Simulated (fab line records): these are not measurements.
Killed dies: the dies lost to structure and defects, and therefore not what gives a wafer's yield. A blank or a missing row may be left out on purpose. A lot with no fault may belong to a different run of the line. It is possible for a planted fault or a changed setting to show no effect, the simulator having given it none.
Which of the tools did it? -- flow nand-harc -- 12 lots, 36 wafers sampled, at 2 steps of a route of 1302

## WHAT THE GAUGES SHOWED, per wafer
NHARC_P_M1_CD_MEAS_16.
lot,measured,on,cd-nm (nm)
L075,day 6 11:41,cd-sem-02,131.7 131.2 131.3
L077,day 7 16:21,cd-sem-03,131.2 130.9 130.3
L079,day 8 02:38,cd-sem-03,128.8 128.7 129.6
L081,day 9 05:16,cd-sem-02,131.1 130.0 129.7
L083,day 9 23:28,cd-sem-01,129.6 128.9 129.8
L085,day 11 05:26,cd-sem-01,129.6 130.1 130.8
L087,day 11 15:20,cd-sem-03,130.9 131.3 132.3
L089,day 12 08:55,cd-sem-01,129.5 130.6 131.0
L091,day 13 07:14,cd-sem-03,129.9 129.6 130.3
L093,day 14 05:28,cd-sem-03,129.7 129.9 129.5
L095,day 15 10:41,cd-sem-02,129.7 129.9 129.7
L097,day 15 20:35,cd-sem-03,129.9 129.8 129.8

## EACH LOT AND THE TOOL THAT RAN IT (in order: tool; ch and the chambers of the sampled wafers; start)
lot,NHARC_P_M1_ETCH_15
L075,"rie-diel-10 ch 1,2,3, day 6 11:41 or earlier"
L077,"rie-diel-09 ch 2,3, day 7 16:21 or earlier"
L079,"rie-diel-09 ch 1,2, day 8 02:38 or earlier"
L081,"rie-diel-12 ch 0,1,3, day 9 05:16 or earlier"
L083,"rie-diel-10 ch 0,2,3, day 9 23:28 or earlier"
L085,"rie-diel-09 ch 2,3, day 11 05:26 or earlier"
L087,"rie-diel-10 ch 0,2, day 11 15:20 or earlier"
L089,"rie-diel-10 ch 0,2,3, day 12 08:55 or earlier"
L091,"rie-diel-09 ch 1,3, day 13 07:14 or earlier"
L093,"rie-diel-09 ch 1,2,3, day 14 05:28 or earlier"
L095,"rie-diel-09 ch 0,1,2, day 15 10:41 or earlier"
L097,"rie-diel-10 ch 1,2,3, day 15 20:35 or earlier"
- NHARC_P_M1_ETCH_15: etches the open film in C4F8/Ar, target depth 182.5 nm, time 91.2 s.

## THE ANSWER, worked out from the rows above alone
Rule: the usual values come from the lots themselves. The widest of any qualifying gaps counts: lots, ordered by their means at a reading, are off when they make up no more than a third of the lots, leave a main group of 4 or more, and stand apart from it by 3 or more times the standard deviation of that group's means. A main group is skipped when, at the precision printed for the reading in the tables above, its means are all equal. A lot without any number at a reading at which 4 lots or more have one is off too. The other lots that the step has rows for count as sound.
No lot is off on any of the readings shown, so nothing can be concluded from this.

## WHAT THE SIMULATOR HAD INSERTED
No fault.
